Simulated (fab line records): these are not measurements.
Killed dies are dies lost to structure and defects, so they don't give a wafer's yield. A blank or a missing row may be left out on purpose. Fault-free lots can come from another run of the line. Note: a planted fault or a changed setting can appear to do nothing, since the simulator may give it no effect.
The tool behind it: which one?    flow n5_finfet    23 lots, 69 wafers sampled, at 4 steps of a route of 1938

WHAT THE GAUGES READ, wafer by wafer
N5_GATE_CUT_THK_MEAS_24.
lot   measured      on             GC_FILL_THK (nm)
L075  day 4 20:51   film_metro-02  218.9 219.0 220.3
L076  day 5 02:37   film_metro-02  215.0 220.0 217.4
L077  day 5 13:12   film_metro-02  218.7 221.3 222.5
L074  day 5 14:40   film_metro-01  216.2 216.9 219.6
L078  day 5 17:22   film_metro-02  220.2 220.2 221.5
L079  day 5 20:33   film_metro-02  218.3 218.0 217.5
L080  day 6 03:45   film_metro-02  220.4 220.4 220.5
L081  day 6 10:10   film_metro-02  218.3 222.0 219.5
L082  day 6 21:17   film_metro-01  215.2 219.1 221.6
L083  day 7 02:46   film_metro-01  218.8 218.7 221.5
L084  day 7 07:23   film_metro-01  219.3 220.3 218.4
L085  day 7 13:17   film_metro-01  216.7 220.6 221.6
L087  day 8 02:54   film_metro-01  218.7 219.5 219.4
L088  day 8 06:35   film_metro-01  223.0 220.3 223.5
L089  day 8 09:41   film_metro-01  220.5 221.4 221.0
L090  day 8 18:03   film_metro-02  217.5 220.0 221.1
L091  day 8 23:29   film_metro-01  215.7 219.1 218.8
L092  day 9 02:18   film_metro-01  221.5 223.1 219.2
L093  day 9 09:27   film_metro-02  218.6 220.1 223.9
L094  day 9 14:52   film_metro-02  221.0 220.4 221.0
L095  day 9 22:07   film_metro-02  217.5 223.2 221.9
L096  day 10 01:56  film_metro-01  216.8 220.3 219.4
L097  day 10 08:40  film_metro-02  219.6 218.9 223.4

N5_MOL_CONTACT_COAG_CD_MEAS_84: target cd 25.1 nm.
lot   measured      on         cd_nm (nm)
L075  day 5 10:46   cd_sem-03  24.48 24.61 24.33
L076  day 5 15:10   cd_sem-02  25.28 25.02 24.78
L077  day 6 00:01   cd_sem-03  24.52 24.92 24.73
L074  day 6 01:59   cd_sem-02  25.44 25.32 25.12
L078  day 6 03:31   cd_sem-03  25.28 25.38 24.79
L079  day 6 06:32   cd_sem-03  25.47 25.20 25.06
L080  day 6 13:45   cd_sem-02  25.41 25.27 25.10
L081  day 6 19:28   cd_sem-02  24.61 24.82 25.02
L082  day 7 07:52   cd_sem-02  25.02 24.91 25.47
L083  day 7 15:55   cd_sem-02  25.10 25.09 25.36
L084  day 7 19:14   cd_sem-03  25.17 25.13 25.39
L085  day 8 01:13   cd_sem-03  24.75 24.94 24.92
L087  day 8 12:58   cd_sem-03  24.98 25.40 25.06
L088  day 8 16:12   cd_sem-02  24.94 25.31 24.83
L089  day 8 21:02   cd_sem-03  25.06 25.74 25.12
L090  day 9 06:54   cd_sem-03  25.59 24.91 25.07
L091  day 9 09:47   cd_sem-01  25.14 24.86 25.11
L092  day 9 13:44   cd_sem-01  25.28 25.09 24.93
L093  day 9 18:59   cd_sem-03  24.69 24.22 24.68
L094  day 10 01:01  cd_sem-02  24.72 25.12 25.03
L095  day 10 11:23  cd_sem-01  25.27 25.04 25.05
L096  day 10 14:19  cd_sem-02  24.58 24.48 25.21
L097  day 10 22:16  cd_sem-01  25.52 25.37 24.97

TOOL THAT RAN EACH LOT (tool first, then ch and the chambers of the sampled wafers, then the start)
lot   N5_GATE_CUT_VAPOR_ETCH_51          N5_MOL_CONTACT_COAG_DESCUM_13
L075  rie_metal-03 ch 0,1, day 4 18:52   rie_diel-03 ch 1,2, day 4 22:08
L076  rie_metal-02 ch 1, day 5 00:37     rie_diel-06 ch 0,1, day 5 03:46
L077  rie_metal-03 ch 0,1, day 5 09:29   rie_diel-05 ch 0,2, day 5 14:37
L074  rie_metal-02 ch 0,1, day 5 10:54   rie_diel-06 ch 0,3, day 5 15:50
L078  rie_metal-03 ch 0,1, day 5 15:19   rie_diel-06 ch 0,3, day 5 18:38
L079  rie_metal-03 ch 0,1, day 5 18:33   rie_diel-03 ch 3, day 5 21:50
L080  rie_metal-03 ch 0,1, day 6 01:26   rie_diel-05 ch 1,2, day 6 05:02
L081  rie_metal-01 ch 0,1, day 6 08:11   rie_diel-05 ch 1,2, day 6 11:32
L082  rie_metal-01 ch 0,1, day 6 19:01   rie_diel-03 ch 0,3, day 6 22:27
L083  rie_metal-01 ch 0,1, day 7 00:47   rie_diel-03 ch 0,2,3, day 7 04:42
L084  rie_metal-03 ch 0,1, day 7 05:23   rie_diel-03 ch 2,3, day 7 08:46
L085  rie_metal-02 ch 0,1, day 7 11:18   rie_diel-06 ch 0,3, day 7 14:34
L087  rie_metal-02 ch 0,1, day 8 00:28   rie_diel-03 ch 1,2, day 8 04:11
L088  rie_metal-01 ch 0,1, day 8 04:11   rie_diel-05 ch 1,2, day 8 07:53
L089  rie_metal-02 ch 0,1, day 8 07:41   rie_diel-03 ch 1,2, day 8 11:04
L090  rie_metal-02 ch 0,1, day 8 16:04   rie_diel-03 ch 0,1,2, day 8 19:18
L091  rie_metal-01 ch 0,1, day 8 21:27   rie_diel-05 ch 0,2,3, day 9 00:40
L092  rie_metal-02 ch 0,1, day 9 00:19   rie_diel-06 ch 0,2, day 9 03:38
L093  rie_metal-01 ch 0,1, day 9 07:27   rie_diel-05 ch 0,3, day 9 10:37
L094  rie_metal-01 ch 0,1, day 9 12:49   rie_diel-03 ch 0,1,2, day 9 16:19
L095  rie_metal-03 ch 0,1, day 9 20:08   rie_diel-03 ch 0,1, day 9 23:21
L096  rie_metal-02 ch 1, day 9 23:56     rie_diel-03 ch 1,2, day 10 03:26
L097  rie_metal-02 ch 0,1, day 10 06:40  rie_diel-03 ch 0,2, day 10 10:58
- N5_GATE_CUT_VAPOR_ETCH_51: etches HfO2 in BCl3/Cl2.
- N5_MOL_CONTACT_COAG_DESCUM_13: chemistry O2, time 7 s.

AS READ BY THE TOOLS THEMSELVES (means over the sampled wafers that have a number; for cases with no such wafer, the mark the record gives instead)
N5_GATE_CUT_VAPOR_ETCH_51.
lot   tool          drypump_motor_current_A (A)  oes_product_au (a.u.)
L075  rie_metal-03  5.81                         0.81
L076  rie_metal-02  5.89                         0.84
L077  rie_metal-03  5.79                         0.79
L074  rie_metal-02  5.92                         0.89
L078  rie_metal-03  5.81                         0.79
L079  rie_metal-03  5.79                         0.79
L080  rie_metal-03  5.79                         0.79
L081  rie_metal-01  5.74                         0.78
L082  rie_metal-01  5.48                         0.75
L083  rie_metal-01  5.48                         0.75
L084  rie_metal-03  5.82                         0.79
L085  rie_metal-02  5.97                         0.87
L087  rie_metal-02  5.96                         0.87
L088  rie_metal-01  5.47                         0.74
L089  rie_metal-02  5.97                         0.86
L090  rie_metal-02  5.91                         0.83
L091  rie_metal-01  5.47                         0.74
L092  rie_metal-02  5.92                         0.82
L093  rie_metal-01  5.70                         0.75
L094  rie_metal-01  5.50                         0.73
L095  rie_metal-03  5.83                         0.79
L096  rie_metal-02  5.87                         0.81
L097  rie_metal-02  5.96                         0.84

N5_MOL_CONTACT_COAG_DESCUM_13.
lot   tool         drypump_motor_current_A (A)  oes_product_au (a.u.)  rf_fwd_power_W (W)  rf_vpp_V (V)  showerhead_plenum_p_Torr (Torr)  throttle_valve_pct (%)
L075  rie_diel-03  5.8                          0.88                   49.40               242.7         2.14                             20.50
L076  rie_diel-06  5.7                          0.77                   49.50               243.4         2.09                             20.49
L077  rie_diel-05  5.2                          0.82                   49.27               242.7         2.03                             20.52
L074  rie_diel-06  5.2                          0.86                   49.29               244.2         2.15                             20.27
L078  rie_diel-06  4.9                          0.78                   49.36               244.8         2.17                             20.53
L079  rie_diel-03  5.5                          0.72                   49.21               244.3         2.17                             20.75
L080  rie_diel-05  5.0                          0.84                   49.45               242.5         2.10                             20.38
L081  rie_diel-05  4.9                          0.80                   49.13               243.0         2.07                             20.51
L082  rie_diel-03  6.0                          0.70                   49.05               242.3         2.09                             20.69
L083  rie_diel-03  5.9                          0.77                   49.14               243.4         2.12                             20.60
L084  rie_diel-03  5.7                          0.84                   49.00               245.2         2.16                             20.51
L085  rie_diel-06  5.1                          0.83                   48.97               244.2         2.15                             20.29
L087  rie_diel-03  5.9                          0.92                   49.29               243.0         2.09                             20.38
L088  rie_diel-05  4.9                          0.77                   49.39               243.1         2.06                             20.54
L089  rie_diel-03  5.9                          0.91                   49.47               243.4         2.09                             20.39
L090  rie_diel-03  6.0                          0.94                   49.13               242.7         2.09                             20.39
L091  rie_diel-05  5.6                          0.77                   49.70               242.1         2.04                             20.58
L092  rie_diel-06  5.1                          0.90                   49.30               243.7         2.10                             20.22
L093  rie_diel-05  6.0                          0.81                   49.56               242.5         2.04                             20.47
L094  rie_diel-03  6.0                          0.92                   49.11               243.2         2.08                             20.42
L095  rie_diel-03  6.0                          0.92                   49.19               242.9         2.05                             20.41
L096  rie_diel-03  5.9                          0.89                   49.28               242.6         2.08                             20.41
L097  rie_diel-03  6.0                          0.90                   48.98               243.4         2.12                             20.43

THE ANSWER, worked out from the rows above alone
Rule: what is usual is taken from the lots themselves. The widest of any qualifying gaps counts: lots, ordered by their means at a reading, are off when they make up no more than a third of the lots, leave a main group of 4 or more, and stand apart from it by 3 or more times the standard deviation of that group's means. A main group whose means are all the same, to the digits that the tables above print for the reading, isn't used. Also off: a lot with no number at a reading for which 4 or more lots have one. Where the step has rows for the other lots, those lots are counted as sound. After the gauges, taken in route order, come the tools' own readings; for these a lot's mean is taken, as printed above. At the first step where some lot is off, the reading lying furthest off is the one used; lots without a number count as furthest.
Across all readings shown, no lot is off: no conclusion can be drawn from this.

WHAT THE SIMULATOR HAD INSERTED
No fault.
